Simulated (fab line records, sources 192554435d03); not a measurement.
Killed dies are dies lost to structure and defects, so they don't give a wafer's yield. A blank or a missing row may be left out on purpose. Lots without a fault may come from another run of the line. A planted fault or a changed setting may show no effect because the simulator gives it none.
fab line records | flow n5_finfet | part 1 of 2: steps 1 to 25 of 26
record lots=7 wafers=21 last_day=17
route steps=1938 shown DUMMY_GATE@213 BEOL_M4@1111 PASSIVATION@1936
lots that met no fault: from a run of the same line without faults
start_h: hours from the record's first day to the start of the lot's first wafer shown | wait_h: hours since the lot's step before | " the same as in the row above | L1.1+2: a row that stands for several wafers | - no value, or no start given | * or withheld: withheld | < > ~ a bound
route shown NAME@n: a module of which the file shows steps, and the number in the route of the first | usual: mean/standard deviation of fault-free wafers | same: alike in all rows | chamber/n: place in a boat | sites: the reading at each site | _std_site: their standard deviation | _edge_site: outer sites' mean less inner sites' | radius_mm: how far each site lies from the wafer's centre | mask NAME#n: copy n | behind: the tool/chamber that last shaped the wafer | hold: why the lot was held/for how many hours/how that ended | device: the transistor (n, p or np) that didn't switch | end of line: the same wafers' tests at the end of the route | a step without rows: its recipe alone | killed: dies lost to structure and defects at the first sort, not the wafer's yield | map: a wafer's dies, x killed, . not, _ none there
set.NAME: the setting as run; set.NAME@STEP: as run at that earlier step | model.NAME: the simulator's own value behind a step, which no gauge read
lots at some steps of the route; a table a step, a row a wafer
services: from which hour (start_h, from the record's first day; less than 0 if before it) a tool's chamber was out of use, for how many hours, and why
## steps
# step N5_DUMMY_GATE_SRD_01
# recipe time_s=30 temp_c=23 rinse_liquid=diw dry=ipa_marangoni
# step N5_DUMMY_GATE_ALD_02
# recipe material=SiO2 target_thk_a=20 temp_c=300 ald_precursor_family=BDEAS ald_co_reactant=O2-plasma pulse_time_s=1 pressure_torr=2
# usual heater_power_w=484/50 precursor_pulse_height_rel=0.998/0.021
# columns lot.wafer tool chamber start_h wait_h heater_power_w precursor_pulse_height_rel
L508.2 ald_sin-04 3 63.95 0.0 475 0.978
L508.3 " 1 " " 546 1.031
L508.4 " 2 " " 472 1.002
L509.4 ald_sin-02 1 67.89 0.0 479 1.006
L509.5 " 2 " " 486 0.986
L509.6 " 1 " " 475 1.000
L514.1 ald_sin-04 3 98.00 1.3 466 0.945
L514.5 " 1 " " 552 1.009
L514.6 " 2 " " 495 1.005
L516.1 ald_sin-02 0 111.36 0.0 402 1.046
L516.4 " 3 " " 481 1.005
L516.6 " 1 " " 475 1.005
L517.2 ald_sin-03 0 115.87 0.0 536 0.990
L517.3 " 3 " " 381 0.967
L517.6 " 3 " " 377 1.000
L522.2 ald_sin-02 2 145.74 0.0 492 0.976
L522.5 " 2 " " 500 0.986
L522.6 " 3 " " 487 1.005
L523.2 ald_sin-04 3 152.97 0.0 462 0.979
L523.3 " 1 " " 561 0.998
L523.5 " 3 " " 467 0.961
# step N5_DUMMY_GATE_CVD_03
# recipe material=a-Si target_thk_a=1500 temp_c=530 precursor=SiH4 time_s=8042
# step N5_DUMMY_GATE_PRECLEAN_46
# recipe chemistry=DIW time_s=89.5 temp_c=23
# step N5_DUMMY_GATE_SRD_47
# recipe dry_time_s=32 dry=n2_spin spin_rpm=1500
# step N5_DUMMY_GATE_CMP_04
# recipe material=a-Si post_cmp_clean=alkaline_brush
# usual motor_current_A=9.8/0.72 time_to_endpoint_s=13.8/2.8
# columns lot.wafer tool chamber start_h wait_h motor_current_A time_to_endpoint_s
L508.3 cmp-04 0 67.98 0.2 10.2 16.0
L508.4 " 1 " " 9.5 14.9
L508.2 " 2 " " 9.8 15.2
L509.4 cmp-01 1 71.76 0.1 8.8 14.0
L509.6 " 0 " " 9.3 16.4
L509.5 " 1 " " 9.1 12.5
L514.1 cmp-01 1 101.85 0.0 8.2 14.4
L514.5 " 1 " " 8.7 11.7
L514.6 " 2 " " 9.5 14.2
L516.4 cmp-03 1 115.22 0.0 9.6 14.5
L516.1 " 0 " " 10.1 18.8
L516.6 " 2 " " 11.0 10.6
L517.2 cmp-04 1 119.71 0.0 9.8 14.8
L517.3 " 3 " " 10.2 18.3
L517.6 " 2 " " 9.8 13.8
L522.2 cmp-03 0 149.64 0.1 10.8 16.1
L522.6 " 2 " " 10.8 10.8
L522.5 " 3 " " 10.8 11.2
L523.2 cmp-01 2 158.71 0.1 9.1 13.0
L523.3 " 3 " " 8.9 11.5
L523.5 " 0 " " 9.9 17.0
# step N5_DUMMY_GATE_THK_MEAS_05
# usual thk_nm=72.0/1.2
# columns lot.wafer tool chamber start_h wait_h thk_nm
L508.2 film_metro-01 - 68.19 0.1 73.1
L508.3 " - " " 72.5
L508.4 " - " " 72.8
L509.4 film_metro-02 - 71.97 0.2 71.4
L509.5 " - " " 71.5
L509.6 " - " " 72.4
L514.1 film_metro-02 - 102.09 0.2 72.7
L514.5 " - " " 73.0
L514.6 " - " " 72.5
L516.1 film_metro-02 - 115.46 0.1 72.6
L516.4 " - " " 71.1
L516.6 " - " " 70.6
L517.2 film_metro-01 - 119.95 0.2 71.1
L517.3 " - " " 73.1
L517.6 " - " " 71.9
L522.2 film_metro-01 - 149.82 0.1 73.8
L522.5 " - " " 72.1
L522.6 " - " " 70.9
L523.2 film_metro-02 - 158.88 0.1 72.7
L523.3 " - " " 71.7
L523.5 " - " " 75.2
# step N5_DUMMY_GATE_HM_DEP_06
# recipe material=SiNx target_thk_a=800 precursor=DCS/NH3 temp_c=700 pressure_mtorr=300 time_s=5141
# step N5_DUMMY_GATE_PECVD_30
# recipe material=SiO2 target_thk_a=550 temp_c=400 precursor=TEOS/O2 pressure_torr=6.5 rf_w=withheld teos_flow_sccm=withheld gas=O2 flow_sccm=2650 time_s=10.8
# step N5_DUMMY_GATE_COAT_34
# recipe resist=SOC temp_c=250 time_s=60 spin_rpm=1500 resist_thk_nm=60
# step N5_DUMMY_GATE_COAT_35
# recipe resist=SiARC temp_c=220 time_s=60 spin_rpm=1500 resist_thk_nm=10
# step N5_DUMMY_GATE_COAT_28
# recipe resist=underlayer temp_c=205 time_s=60 spin_rpm=1500 resist_thk_nm=10
# step N5_DUMMY_GATE_COAT_09
# recipe resist=CAR-EUV spin_rpm=1500 resist_thk_nm=30
# usual exhaust_pa=45.2/0.75 spin_speed_rpm=1499.8/1.1
# columns lot.wafer tool chamber start_h wait_h exhaust_pa spin_speed_rpm model.CAR-EUV_of_DUMMY_GATE_COAT_09.thk_nm
L508.2 litho_track-04 0 72.22 - 45.4 1499.6 30
L508.3 " 0 " " 44.9 1499.4 30
L508.4 " 0 " " 44.8 1499.8 30
L509.4 litho_track-02 0 76.01 - 45.3 1498.0 30
L509.5 " 0 " " 45.1 1499.0 30
L509.6 " 0 " " 46.4 1498.0 30.2
L514.1 litho_track-04 0 106.14 - 45.2 1466.8 30.6
L514.5 " 0 " " 45.4 1466.2 30.4
L514.6 " 0 " " 44.4 1466.2 30.6
L516.1 litho_track-04 0 119.49 - 44.8 1465.4 30.4
L516.4 " 0 " " 45.2 1467.4 30.4
L516.6 " 0 " " 46.5 1465.5 30.4
L517.2 litho_track-04 0 124.02 - 44.9 1465.9 30.2
L517.3 " 0 " " 45.2 1466.5 30.4
L517.6 " 0 " " 44.6 1465.9 30.4
L522.2 litho_track-01 0 153.87 - 44.9 1499.5 30
L522.5 " 0 " " 45.2 1499.3 30
L522.6 " 0 " " 45.1 1499.9 30
L523.2 litho_track-01 0 162.92 - 45.2 1500.4 30
L523.3 " 0 " " 46.5 1500.1 30
L523.5 " 0 " " 45.1 1500.7 30
# step N5_DUMMY_GATE_EBR_11
# recipe solvent=PGMEA ebr_width_mm=1.5
# step N5_DUMMY_GATE_SOFTBAKE_10
# recipe temp_c=110 time_s=60 resist=CAR-EUV
# step N5_DUMMY_GATE_EXPOSE_12
# recipe mask_id=GATE na=0.33 source_shape=annular sigma_inner=0.2 sigma_outer=0.6 polarization=unpolarized target_cd_nm=25 dose_mj=34
# step N5_DUMMY_GATE_PEB_13
# recipe peb_temp_c=100 peb_time_s=60 resist=CAR-EUV
# step N5_DUMMY_GATE_DEVELOP_14
# recipe develop_time_s=30 developer=TMAH resist=CAR-EUV rinse_liquid=surfactant_rinse dry=air_spin dev_temp_c=23
# step N5_DUMMY_GATE_CD_MEAS_15
# recipe target_cd_nm=25.8 landing_energy_ev=500 detector=se_inlens
# usual cd_nm=24.90/0.26
# columns lot.wafer tool chamber start_h wait_h cd_nm
L508.2 cd_sem-03 0 72.48 - 25.18
L508.3 " 0 " " 25.08
L508.4 " 0 " " 25.31
L509.4 cd_sem-02 0 76.40 - 25.35
L509.5 " 0 " " 25.03
L509.6 " 0 " " 24.81
L514.1 cd_sem-03 0 106.54 - 25.04
L514.5 " 0 " " 24.69
L514.6 " 0 " " 24.86
L516.1 cd_sem-02 0 119.75 - 24.73
L516.4 " 0 " " 25.00
L516.6 " 0 " " 24.38
L517.2 cd_sem-01 0 124.28 - 24.52
L517.3 " 0 " " 24.54
L517.6 " 0 " " 24.38
L522.2 cd_sem-01 0 154.25 - 25.34
L522.5 " 0 " " 24.55
L522.6 " 0 " " 24.35
L523.2 cd_sem-03 0 163.30 - 24.56
L523.3 " 0 " " 24.77
L523.5 " 0 " " 24.61
# step N5_DUMMY_GATE_OVL_MEAS_16
# recipe points_per_wafer=522
# usual GATE_OVL=-0.5/0.59
# columns lot.wafer tool chamber start_h wait_h GATE_OVL[nm]
L508.2 overlay-01 0 72.52 0.0 -0.1
L508.3 " 0 " " -0.1
L508.4 " 0 " " -0.7
L509.4 overlay-01 0 76.45 0.0 -1.5
L509.5 " 0 " " -1.6
L509.6 " 0 " " -0.9
L514.1 overlay-02 0 106.58 0.0 -0.8
L514.5 " 0 " " -0.9
L514.6 " 0 " " -0.8
L516.1 overlay-01 0 119.79 0.0 -0.4
L516.4 " 0 " " -0.4
L516.6 " 0 " " -0.5
L517.2 overlay-01 0 124.32 0.0 0.0
L517.3 " 0 " " -1.0
L517.6 " 0 " " -1.3
L522.2 overlay-02 0 154.30 0.0 1.1
L522.5 " 0 " " -0.3
L522.6 " 0 " " -0.4
L523.2 overlay-02 0 163.35 0.0 -0.1
L523.3 " 0 " " -1.3
L523.5 " 0 " " -0.5
# step N5_DUMMY_GATE_INSPECT_17
# recipe mode=adi inspect_instrument=brightfield
# usual raw_defect_count=205/53
# columns lot.wafer tool chamber start_h wait_h raw_defect_count
L508.2 defect_inspect-02 - 72.58 0.0 174
L508.3 " - " " 137
L508.4 " - " " 171
L509.4 defect_inspect-02 - 76.49 0.0 129
L509.5 " - " " 190
L509.6 " - " " 155
L514.1 defect_inspect-01 - 106.64 0.1 287
L514.5 " - " " 156
L514.6 " - " " 195
L516.1 defect_inspect-02 - 119.85 0.1 174
L516.4 " - " " 228
L516.6 " - " " 176
L517.2 defect_inspect-01 - 124.37 0.0 203
L517.3 " - " " 121
L517.6 " - " " 184
L522.2 defect_inspect-02 - 154.35 0.0 179
L522.5 " - " " 211
L522.6 " - " " 169
L523.2 defect_inspect-02 - 163.41 0.0 214
L523.3 " - " " 237
L523.5 " - " " 300
# step N5_DUMMY_GATE_DESCUM_20
# recipe chemistry=O2 time_s=6.2 source_power_w=50 bias_power_w=20 pressure_mtorr=20 rf_frequency_hz=2.712e+07 temp_c=40 resist=CAR-EUV o2_flow_sccm=225
# usual drypump_motor_current_A=5.8/0.49 oes_product_au=0.77/0.073 rf_vpp_V=243.1/1.4 showerhead_plenum_p_Torr=2.09/0.079 throttle_valve_pct=20.5/0.32
# same time_s=6.2
# columns lot.wafer tool chamber start_h wait_h drypump_motor_current_A oes_product_au rf_hours_counter_h rf_vpp_V showerhead_plenum_p_Torr throttle_valve_pct
L508.2 rie_diel-01 1 72.79 0.2 6.6 0.71 193 241.4 1.98 20.0
L508.3 " 3 " " 6.6 0.77 139 244.7 2.20 20.7
L508.4 " 3 " " 6.6 0.78 - 244.3 2.20 20.7
L509.4 rie_diel-02 2 76.52 0.0 5.6 0.75 187 241.7 2.00 20.5
L509.5 " 1 " " 6.3 0.76 - 242.8 2.07 20.2
L509.6 " 2 " " 5.6 0.75 - 240.4 2.00 20.5
L514.1 rie_diel-01 3 106.85 0.2 6.6 0.75 149 244.0 2.19 20.7
L514.5 " 2 " " 5.7 0.72 - 242.4 2.09 21.0
L514.6 " 1 " " 6.6 0.69 - 242.7 1.98 20.0
L516.1 rie_diel-02 3 119.88 0.0 5.5 0.91 28 245.2 2.25 20.4
L516.4 " 0 " " 5.2 0.90 19 242.8 2.08 20.6
L516.6 " 2 " " 5.6 0.73 - 241.3 2.00 20.5
L517.2 rie_diel-01 3 124.41 0.0 6.6 0.75 153 244.2 2.19 20.7
L517.3 " 1 " " 6.6 0.69 208 241.2 1.98 20.0
L517.6 " 2 " " 5.7 0.72 - 243.9 2.09 21.0
L522.2 rie_diel-02 3 154.38 0.0 5.6 0.89 39 245.2 2.25 20.4
L522.5 " 1 " " 6.2 0.74 - 242.0 2.07 20.2
L522.6 " 0 " " 5.2 0.87 - 241.6 2.07 20.6
L523.2 rie_diel-02 3 163.51 0.1 5.5 0.88 41 245.2 2.25 20.4
L523.3 " 2 " " 5.6 0.73 214 241.7 1.99 20.5
L523.5 " 3 " " 5.5 0.87 - 244.9 2.25 20.4
# step N5_DUMMY_GATE_ETCH_29
# recipe chemistry=N2/H2 target=underlayer target_depth_a=130 ion_energy_ev=200 pressure_mtorr=30 source_w=840 bias_w=150 n2_flow_sccm=200 h2_flow_sccm=200
# usual drypump_motor_current_A=5.8/0.49 oes_product_au=0.77/0.066 rf_vpp_V=523.6/2.7 showerhead_plenum_p_Torr=2.53/0.091 throttle_valve_pct=17.90/0.28
# columns lot.wafer tool chamber start_h wait_h drypump_motor_current_A oes_product_au rf_hours_counter_h rf_vpp_V showerhead_plenum_p_Torr throttle_valve_pct model.CAR-EUV_of_DUMMY_GATE_COAT_09.thk_nm
L508.2 rie_diel-01 1 72.85 0.0 6.6 0.73 193 520.4 2.41 17.54 18.6
L508.3 " 3 " " 6.6 0.77 139 527.5 2.66 18.17 18.8
L508.4 " 3 " " 6.6 0.76 - 526.6 2.66 18.17 18.8
L509.4 rie_diel-02 2 76.58 0.0 5.6 0.74 187 519.3 2.42 17.83 19
L509.5 " 1 " " 6.2 0.76 - 523.6 2.54 17.87 19
L509.6 " 2 " " 5.6 0.74 - 521.4 2.42 17.83 19
L514.1 rie_diel-01 3 106.91 0.0 6.6 0.76 149 526.9 2.66 18.19 19.4
L514.5 " 2 " " 5.7 0.74 - 523.4 2.49 18.21 19.4
L514.6 " 1 " " 6.6 0.72 - 520.6 2.41 17.58 19
L516.1 rie_diel-02 3 119.95 0.0 5.6 0.90 28 526.4 2.67 17.44 19.4
L516.4 " 0 " " 5.2 0.87 19 523.5 2.49 17.74 19.6
L516.6 " 2 " " 5.6 0.74 - 519.7 2.41 17.85 19.4
L517.2 rie_diel-01 3 124.47 0.0 6.6 0.74 153 525.8 2.66 18.19 19.4
L517.3 " 1 " " 6.6 0.71 208 521.4 2.41 17.57 19
L517.6 " 2 " " 5.7 0.74 - 525.5 2.49 18.19 19
L522.2 rie_diel-02 3 154.45 0.0 5.5 0.88 39 529.9 2.66 17.47 19
L522.5 " 1 " " 6.2 0.74 - 525.3 2.53 17.91 18.8
L522.6 " 0 " " 5.3 0.84 - 522.2 2.49 17.76 19.4
L523.2 rie_diel-02 3 163.58 0.0 5.5 0.89 41 528.6 2.66 17.48 18.8
L523.3 " 2 " " 5.6 0.74 214 520.4 2.41 17.89 18.8
L523.5 " 3 " " 5.5 0.89 - 528.3 2.66 17.47 18.8
# step N5_DUMMY_GATE_ETCH_36
# recipe chemistry=CF4 target=SiARC target_depth_a=130 pressure_mtorr=40 source_w=545 bias_w=36 Ar_flow_sccm=100 cf4_flow_sccm=100 ion_energy_ev=80
# usual drypump_motor_current_A=5.8/0.49 oes_product_au=0.77/0.066 rf_vpp_V=184.1/1.2 showerhead_plenum_p_Torr=2.14/0.071 throttle_valve_pct=15.66/0.25
# columns lot.wafer tool chamber start_h wait_h drypump_motor_current_A oes_product_au rf_hours_counter_h rf_vpp_V showerhead_plenum_p_Torr throttle_valve_pct
L508.2 rie_diel-01 1 72.89 0.0 6.6 0.74 193 183.0 2.06 15.41
L508.3 " 3 " " 6.6 0.75 139 183.8 2.23 15.77
L508.4 " 3 " " 6.6 0.75 - 185.3 2.23 15.76
L509.4 rie_diel-02 2 76.62 0.0 5.6 0.74 187 183.4 2.04 15.60
L509.5 " 1 " " 6.2 0.75 - 183.4 2.14 15.52
L509.6 " 2 " " 5.6 0.75 - 182.9 2.04 15.59
L514.1 rie_diel-01 3 106.95 0.0 6.6 0.74 149 184.9 2.22 15.76
L514.5 " 2 " " 5.7 0.72 - 182.1 2.12 16.04
L514.6 " 1 " " 6.6 0.71 - 183.8 2.06 15.44
L516.1 rie_diel-02 3 119.99 0.0 5.5 0.89 28 184.3 2.26 15.23
L516.4 " 0 " " 5.2 0.86 19 182.8 2.11 15.46
L516.6 " 2 " " 5.6 0.73 - 183.6 2.04 15.62
L517.2 rie_diel-01 3 124.51 0.0 6.6 0.74 153 183.3 2.22 15.79
L517.3 " 1 " " 6.6 0.72 208 183.2 2.05 15.48
L517.6 " 2 " " 5.7 0.74 - 183.1 2.12 16.08
L522.2 rie_diel-02 3 154.49 0.0 5.5 0.89 39 185.5 2.25 15.25
L522.5 " 1 " " 6.2 0.74 - 184.1 2.13 15.56
L522.6 " 0 " " 5.3 0.85 - 184.8 2.11 15.49
L523.2 rie_diel-02 3 163.62 0.0 5.5 0.88 41 185.2 2.25 15.27
L523.3 " 2 " " 5.6 0.72 214 183.9 2.03 15.64
L523.5 " 3 " " 5.5 0.88 - 186.3 2.25 15.27
# step N5_BEOL_M4_RC_MEAS_101
# usual DIBL_N=36.0/2.5 DIBL_P=36.7/3 IOFF_N=0.16/0.043 IOFF_P=0.21/0.049 ION_N=673/15 ION_P=461/9.8 SS_N=71.5/0.83 SS_P=73.4/0.83 VT_N=250/4 VT_P=-251/4
# columns lot.wafer tool chamber start_h wait_h DIBL_N[mV/V] DIBL_P[mV/V] IOFF_N[nA/um] IOFF_P[nA/um] ION_N[uA/um] ION_P[uA/um] SS_N[mV/dec] SS_P[mV/dec] VT_N[mV] VT_P[mV]
L508.2 prober-01 0 187.02 0.2 36.6 39.1 0.19 0.27 695 485 73.0 73.5 244 -246
L508.3 " 0 " " 36.0 37.3 0.18 0.23 680 470 71.8 73.0 248 -248
L508.4 " 0 " " 34.8 33.7 0.13 0.17 652 455 72.1 72.7 254 -251
L509.4 prober-01 0 192.83 0.5 37.2 39.0 0.17 0.25 676 464 71.2 73.3 247 -248
L509.5 " 0 " " 37.2 37.7 0.15 0.21 664 455 71.4 72.9 250 -250
L509.6 " 0 " " 37.6 38.0 0.16 0.24 678 471 71.9 73.2 249 -247
L514.1 prober-02 0 219.89 0.0 39.1 39.8 0.19 0.24 691 469 72.4 74.3 248 -252
L514.5 " 0 " " 38.4 39.2 0.18 0.24 677 461 72.4 74.1 252 -250
L514.6 " 0 " " 39.4 38.7 0.22 0.23 677 456 73.0 74.2 248 -251
L516.1 prober-02 0 237.10 0.0 33.8 30.8 0.12 0.19 673 472 70.8 72.6 253 -249
L516.4 " 0 " " 34.9 32.6 0.14 0.21 681 476 71.3 71.9 251 -246
L516.6 " 0 " " 36.0 34.2 0.14 0.22 673 465 71.1 73.1 250 -248
L517.2 prober-01 0 239.56 0.2 36.2 33.3 0.13 0.15 656 444 71.6 72.4 256 -258
L517.3 " 0 " " 38.0 39.1 0.18 0.26 667 460 72.2 74.2 251 -250
L517.6 " 0 " " 39.1 37.0 0.19 0.21 680 453 72.6 73.7 250 -253
L523.2 prober-02 0 288.42 0.2 33.4 34.1 0.10 0.14 640 445 70.4 73.1 257 -256
L523.3 " 0 " " 40.5 42.6 0.25 0.28 683 463 72.7 75.8 248 -250
L523.5 " 0 " " 37.1 39.3 0.18 0.23 681 462 72.0 74.0 248 -252
L522.2 prober-02 0 296.29 0.2 33.6 34.7 0.13 0.16 654 443 71.1 72.4 255 -254
L522.5 " 0 " " 34.3 36.4 0.14 0.18 678 463 70.8 72.9 253 -253
L522.6 " 0 " " 31.0 31.9 0.10 0.12 648 441 69.8 72.7 257 -259
## key
first_sign step=N5_DUMMY_GATE_COAT_09 reading=spin_speed_rpm direction=down sigmas=30 usual=* struck=*
effect none on later readings
model_effect step=N5_DUMMY_GATE_COAT_09 value=CAR-EUV_of_DUMMY_GATE_COAT_09.thk_nm without=30.07 struck=30.42
model_effect step=N5_DUMMY_GATE_ETCH_29 value=CAR-EUV_of_DUMMY_GATE_COAT_09.thk_nm without=18.96 struck=19.29
met_at N5_DUMMY_GATE_COAT_09
struck_wafers L514.1,L514.5,L514.6,L516.1,L516.4,L516.6,L517.2,L517.3,L517.6
onset_between 72.22 106.14
fault kind=process_parameter_drift tool=litho_track-04 chamber=- onset_h=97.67 steps=N5_DUMMY_GATE_COAT_09 channel=spin_rpm offset=* shape=step end_h=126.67 acts_in=* stated=*
